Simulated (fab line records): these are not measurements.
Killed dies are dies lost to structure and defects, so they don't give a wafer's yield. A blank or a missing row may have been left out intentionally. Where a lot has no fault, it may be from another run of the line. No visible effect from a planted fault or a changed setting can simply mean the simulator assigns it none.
What tool caused it? ; flow n5 finfet ; 33 wafers from 11 lots sampled at 5 of the route's 1938 steps

## WHAT THE GAUGES SHOWED, per wafer
N5_BEOL_M7_INSPECT_58: inspects for defects (darkfield).
lot;measured;on;raw defect count
L075;day 12 06:41;defect inspect-01;71 81 58
L077;day 12 18:04;defect inspect-02;88 73 27
L080;day 13 10:05;defect inspect-02;32 43 68
L082;day 13 22:12;defect inspect-01;116 100 97
L084;day 13 23:53;defect inspect-02;69 49 45
L092;day 14 12:57;defect inspect-01;89 60 70
L088;day 15 04:18;defect inspect-02;105 107 52
L090;day 15 13:28;defect inspect-02;85 75 75
L093;day 15 17:12;defect inspect-02;91 101 61
L097;day 16 22:41;defect inspect-02;40 72 37
L094;day 17 19:57;defect inspect-01;62 74 57

## WHICH TOOL RAN EACH LOT (tool, then ch and the chambers of the sampled wafers, then the start)
lot;N5_BEOL_M7_HM_OPEN_17;N5_BEOL_M7_DESCUM_33;N5_BEOL_M7_ETCH_72;N5_BEOL_M7_SPUTTER_48
L075;rie metal-03 ch 0,1, day 12 02:05;rie diel-01 ch 0,2,3, day 12 03:47;rie diel-01 ch 0,2,3, day 12 03:49;pvd sputter-01, day 12 05:39
L077;rie metal-03 ch 0,1, day 12 12:23;rie diel-03 ch 0,1,2, day 12 14:17;rie diel-03 ch 0,1,2, day 12 14:19;pvd sputter-01, day 12 16:43
L080;rie metal-02 ch 0,1, day 13 04:14;rie diel-01 ch 0,2,3, day 13 07:05;rie diel-01 ch 0,2,3, day 13 07:08;pvd sputter-01, day 13 09:07
L082;rie metal-01 ch 0,1, day 13 14:17;rie diel-01 ch 2,3, day 13 17:56;rie diel-01 ch 2,3, day 13 17:58;pvd sputter-03, day 13 21:07
L084;rie metal-03 ch 0,1, day 13 18:52;rie diel-01 ch 0,1,2, day 13 20:33;rie diel-01 ch 0,1,2, day 13 20:35;pvd sputter-02, day 13 22:52
L092;rie metal-03 ch 0,1, day 14 06:23;rie diel-06 ch 0,1,2, day 14 09:08;rie diel-06 ch 0,1,2, day 14 09:10;pvd sputter-03, day 14 11:18
L088;rie metal-01 ch 0,1, day 14 22:54;rie diel-06 ch 2,3, day 14 23:32;rie diel-06 ch 2,3, day 14 23:35;pvd sputter-03, day 15 03:15
L090;rie metal-02 ch 0, day 15 07:47;rie diel-06 ch 0,1,2, day 15 10:14;rie diel-06 ch 0,1,2, day 15 10:17;pvd sputter-02, day 15 12:11
L093;rie metal-02 ch 0,1, day 15 13:13;rie diel-01 ch 0,1, day 15 14:13;rie diel-01 ch 0,1, day 15 14:14;pvd sputter-03, day 15 16:05
L097;rie metal-03 ch 0,1, day 16 15:43;rie diel-03 ch 0,1,3, day 16 18:51;rie diel-03 ch 0,1,3, day 16 18:53;pvd sputter-01, day 16 20:57
L094;rie metal-03 ch 0,1, day 17 13:35;rie diel-01 ch 0,1,3, day 17 16:27;rie diel-01 ch 0,1,3, day 17 16:29;pvd sputter-02, day 17 18:48
- N5_BEOL_M7_HM_OPEN_17: chemistry Cl2/BCl3, target TiN, target depth 20 nm, overetch 6 nm.
- N5_BEOL_M7_DESCUM_33: chemistry O2, time 7 s.
- N5_BEOL_M7_ETCH_72: etches underlayer in N2/H2, target depth 6.5 nm, time 5.2 s.
- N5_BEOL_M7_SPUTTER_48: material Cu, target thk 10 nm, time 1.667 s.

## THE ANSWER, worked out from the rows above alone
Rule: the usual values come from the lots themselves. Put in order of their means at a reading, lots are off if they are a third of the lots or fewer, leave a main group of 4 or more, and stand apart from it by a gap of 3 or more times the standard deviation of the main group's means; of several such gaps the widest counts. A main group is skipped when, at the precision printed for the reading in the tables above, its means are all equal. A lot without any number at a reading at which 4 lots or more have one is off too. All remaining lots with rows at the step are treated as sound.
Nothing can be told from this: no lot is off at any reading shown.

## WHAT THE SIMULATOR HAD INSERTED
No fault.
